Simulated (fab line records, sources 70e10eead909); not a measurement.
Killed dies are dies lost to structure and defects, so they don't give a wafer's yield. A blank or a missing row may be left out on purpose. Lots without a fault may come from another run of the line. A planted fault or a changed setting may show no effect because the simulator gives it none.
Problem report in the 8D (eight disciplines) form, filled by code | flow nand_harc | the parts of the form that need people (team, actions taken, sign-off) are left out

1. THE PROBLEM
heater_power_total_W at NHARC_P_M2_SOFTBAKE_04 reads a mean of 322.99 W on 2 wafers of 1 lot; wafers without a fault read 188.44 W with a standard deviation of 0.13. That is +99 or more standard deviations from the usual mean.
The step: time 55 s.
First seen on wafer L449.2, day 10 05:00, on litho_track-01. The record holds 33 wafers of 11 lots with a number at this step. Rule for "out", or "out of limits": more than 4 standard deviations from the usual mean. The other wafers with a number count as sound.

2. WHAT IT IS AND WHAT IT IS NOT
question                    | is                   | is not
which readings at this step | heater_power_total_W | exhaust_pa
which lots                  | L449                 | L441, L443, L444, L455, L457, L458, L459, L460, L461, L463
which wafers of those lots  | L449.2, L449.5       | L449.3
read on which tools         | litho_track-01       | litho_track-04, litho_track-06
when                        | from day 10 05:00    | up to then (10 sound wafers); but 21 sound wafers of L455, L457, L458, L459, L460, L461, L463 came after

3. SUSPECTS, AND WHAT RULES EACH OUT
Counting: a tool at a process step up to the reading stays a suspect if it ran every lot that is out. Sound lots after the first of them don't rule it out here, since some wafers of a struck lot are sound.
- rie_diel-12 at NHARC_P_M1_ETCH_15 (etches the open film in C4F8/Ar, target depth 182.5 nm, time 91.2 s): kept. It ran the lot that is out, L449 (day 10 03:16); its last sound lot up to then is L444 (day 8 00:31). NHARC_P_M1_ETCH_15 gives no start for some lots, so the hours and the order of its lots are those of NHARC_P_M1_ANNEAL_31.
- rtp_anneal-01 at NHARC_P_M1_ANNEAL_31 (time 90 s): kept. It ran the lot that is out, L449 (day 10 03:16); its last sound lot up to then is L443 (day 7 10:30).
- litho_track-01 at NHARC_P_M2_SOFTBAKE_04 (time 55 s): kept. It ran the lot that is out, L449 (day 10 05:00). Its own readings are out on those wafers: heater_power_total_W.
- Within rie_diel-12 at NHARC_P_M1_ETCH_15: the wafers that are out ran in chambers 0, 2; their sound lot-mates ran in chamber 3.
Left after counting: rie_diel-12 at NHARC_P_M1_ETCH_15, rtp_anneal-01 at NHARC_P_M1_ANNEAL_31, litho_track-01 at NHARC_P_M2_SOFTBAKE_04.

4. THE CAUSE (what the simulator had put in)
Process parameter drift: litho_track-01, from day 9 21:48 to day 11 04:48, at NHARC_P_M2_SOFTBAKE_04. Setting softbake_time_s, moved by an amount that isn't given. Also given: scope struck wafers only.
Counting left 3 suspects, and this tool is among them.

5. THE CHAIN OF EFFECTS, in route order
Each row: a reading whose mean over the struck wafers that have a number lies more than 3 standard deviations from the usual. Only readings for which the record gives a usual standard deviation are gone through. hours: the time from each lot's start at the first step in this table that gives one to its start at this step, as a median over the lots. sigmas: the change in usual standard deviations.
hours | step                   | reading              | usual    | on struck wafers | change  | sigmas
0     | NHARC_P_M2_SOFTBAKE_04 | heater_power_total_W | 188.44 W | 322.99           | +134.55 | +99 or more
The process steps in it:
- NHARC_P_M2_SOFTBAKE_04: time 55 s.
Readings that are blank on the struck wafers while sound wafers have them: plate_temp_C at NHARC_P_M2_SOFTBAKE_04.
Later measuring or inspecting steps at which every struck wafer that the step has a row for has a number for every such reading, and none has moved that far: NHARC_END_SORT_01.

6. WHAT WOULD HAVE CAUGHT IT SOONER
In this record the first reading out of limits was taken at day 10 05:00, 7 hours after the fault began at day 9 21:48.
